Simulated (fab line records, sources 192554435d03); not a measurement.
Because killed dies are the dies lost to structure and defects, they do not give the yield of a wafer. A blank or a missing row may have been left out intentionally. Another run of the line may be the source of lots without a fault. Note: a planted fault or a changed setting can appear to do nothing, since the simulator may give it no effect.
Split-lot study | flow n5 finfet | on a route of 1938 steps: 7 lots, 39 wafers read

## ABOUT THE SPLIT
At N5_BEOL_M5_HM_DEP_02 (deposits TiN, target thk 20 nm), the setting target thk a was moved away from the recipe's 200 angstrom on 6 of the 39 wafers read, by -25.4% to -20.2%. This setting was run at the recipe's value on the other wafers.

## FROM THE SPLIT TO THE READING: what the file shows between them, 4 steps
- N5_BEOL_M5_COAT_59: time 60 s, resist thk 60 nm
- N5_BEOL_M5_COAT_60: time 60 s, resist thk 12 nm
- N5_BEOL_M5_STRIP_73: strips in N2/H2
- N5_BEOL_M5_STRIP_64: strips in CF4

## THE READING
etch.depth nm (the simulator's own value, which no gauge read), in nm, at N5_BEOL_M5_HM_OPEN_17 (chemistry Cl2/BCl3, target TiN, target depth 20 nm, overetch 6 nm). There is no usual value for it anywhere in the file. Across the 33 wafers here that went through the recipe, the average is 19.91 nm and the standard deviation 0.19 nm.

wafer  | tool, chamber at the split | target thk a as run, angstrom | against the recipe | etch.depth nm, nm | against lot-mates on the recipe
L077.2 | pvd sputter-02, -          | 200                           | recipe             | 19.88             | -
L077.4 | pvd sputter-02, -          | 200                           | recipe             | 20                | -
L077.6 | pvd sputter-02, -          | 200                           | recipe             | 19.74             | -
L074.1 | pvd sputter-03, -          | 200                           | recipe             | 19.77             | -
L074.2 | pvd sputter-03, -          | 200                           | recipe             | 20.01             | -
L074.3 | pvd sputter-03, -          | 200                           | recipe             | 19.8              | -
L074.4 | pvd sputter-03, -          | 200                           | recipe             | 19.94             | -
L074.5 | pvd sputter-03, -          | 200                           | recipe             | 19.92             | -
L074.6 | pvd sputter-03, -          | 200                           | recipe             | 19.63             | -
L079.1 | pvd sputter-01, -          | 200                           | recipe             | 19.9              | -
L079.2 | pvd sputter-01, -          | 200                           | recipe             | 19.82             | -
L079.3 | pvd sputter-01, -          | 200                           | recipe             | 19.75             | -
L079.4 | pvd sputter-01, -          | 200                           | recipe             | 20.01             | -
L079.5 | pvd sputter-01, -          | 200                           | recipe             | 20.13             | -
L079.6 | pvd sputter-01, -          | 200                           | recipe             | 19.97             | -
L081.1 | pvd sputter-02, -          | 200                           | recipe             | 19.76             | -
L081.2 | pvd sputter-02, -          | 200                           | recipe             | 19.88             | -
L081.3 | pvd sputter-02, -          | 200                           | recipe             | 19.94             | -
L081.4 | pvd sputter-02, -          | 200                           | recipe             | 20                | -
L081.5 | pvd sputter-02, -          | 200                           | recipe             | 19.86             | -
L081.6 | pvd sputter-02, -          | 200                           | recipe             | 19.86             | -
L084.1 | pvd sputter-02, -          | 200                           | recipe             | 19.49             | -
L084.2 | pvd sputter-02, -          | 149.2                         | -25.4%             | 14.38             | -5.15
L084.3 | pvd sputter-02, -          | 149.2                         | -25.4%             | 14.5              | -5.03
L084.4 | pvd sputter-02, -          | 149.2                         | -25.4%             | 14.46             | -5.07
L084.5 | pvd sputter-02, -          | 200                           | recipe             | 19.48             | -
L084.6 | pvd sputter-02, -          | 200                           | recipe             | 19.62             | -
L085.1 | pvd sputter-02, -          | 200                           | recipe             | 19.97             | -
L085.2 | pvd sputter-02, -          | 200                           | recipe             | 20.23             | -
L085.3 | pvd sputter-02, -          | 200                           | recipe             | 20.07             | -
L085.6 | pvd sputter-02, -          | 200                           | recipe             | 20.07             | -
L085.4 | pvd sputter-02, -          | 200                           | recipe             | 20.25             | -
L085.5 | pvd sputter-02, -          | 200                           | recipe             | 19.98             | -
L094.1 | pvd sputter-03, -          | 200                           | recipe             | 20.3              | -
L094.2 | pvd sputter-03, -          | 200                           | recipe             | 20.07             | -
L094.5 | pvd sputter-03, -          | 200                           | recipe             | 20.07             | -
L094.3 | pvd sputter-03, -          | 159.7                         | -20.2%             | 16.09             | -4.06
L094.4 | pvd sputter-03, -          | 159.7                         | -20.2%             | 16.09             | -4.06
L094.6 | pvd sputter-03, -          | 159.7                         | -20.2%             | 16.05             | -4.10

FIT RESULTS
A straight line over all 39 wafers: etch.depth nm changes by +0.206 nm for each +1% of target thk a; r = +0.99; the points scatter about the line by 0.21 nm.
The same after taking each lot's own level away (the mean of its wafers on the recipe; 39 wafers): +0.201 nm for each +1%; r = +1.00; scatter 0.1 nm.
Per that fit: largest target thk a move, reading shift of 5.1 nm.
Across the lots, their own levels run from 19.530 to 20.147 nm, a range of 3.2 times the standard deviation given above.
Consequently the slope shifts little with the lot-to-lot level, the two slopes agreeing.
Check: for one of the wafers moved furthest among these (-25.4%), held out of the fit, the line's prediction against its lot-mates is -5.09 nm. Against them it came out at -5.15 nm.

## OTHER SPLITS APPLIED TO THESE WAFERS
Before the reading, these wafers also passed through other splits. Each is held against what the fit with the lots' levels taken away leaves over:
other split on the same wafers     | wafers away from the commonest value | r with etch.depth nm (lot level and that fit taken away)
N5_SD_EPI_P_ETCH_16 target depth a | 12                                   | +0.20
N5_BEOL_M0_SAQP_PECVD_96 time s    | 15                                   | -0.07
N5_BEOL_M3_ETCH_64 time s          | 15                                   | +0.03
N5_BEOL_M4_ALD_98 ald cycles       | 12                                   | -0.01

## THE WHOLE CHAIN: every reading that the file lists as answering this split, in the file's order
step                  | what it does                                                      | reading                                                                          | change (the file's fit)               | r (the file's)
N5_BEOL_M5_HM_DEP_02  | deposits TiN, target thk 20 nm                                    | TiN_of_BEOL_M5_HM_DEP_02.thk nm (the simulator's own value, which no gauge read) | +0.2 nm for each +1% of the setting   | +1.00
N5_BEOL_M5_HM_OPEN_17 | chemistry Cl2/BCl3, target TiN, target depth 20 nm, overetch 6 nm | etch.depth nm (the simulator's own value, which no gauge read)                   | +0.201 nm for each +1% of the setting | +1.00

## FILE'S OWN FIT
etch.depth nm changes by +0.201 nm for each +1% of target thk a, r = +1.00.
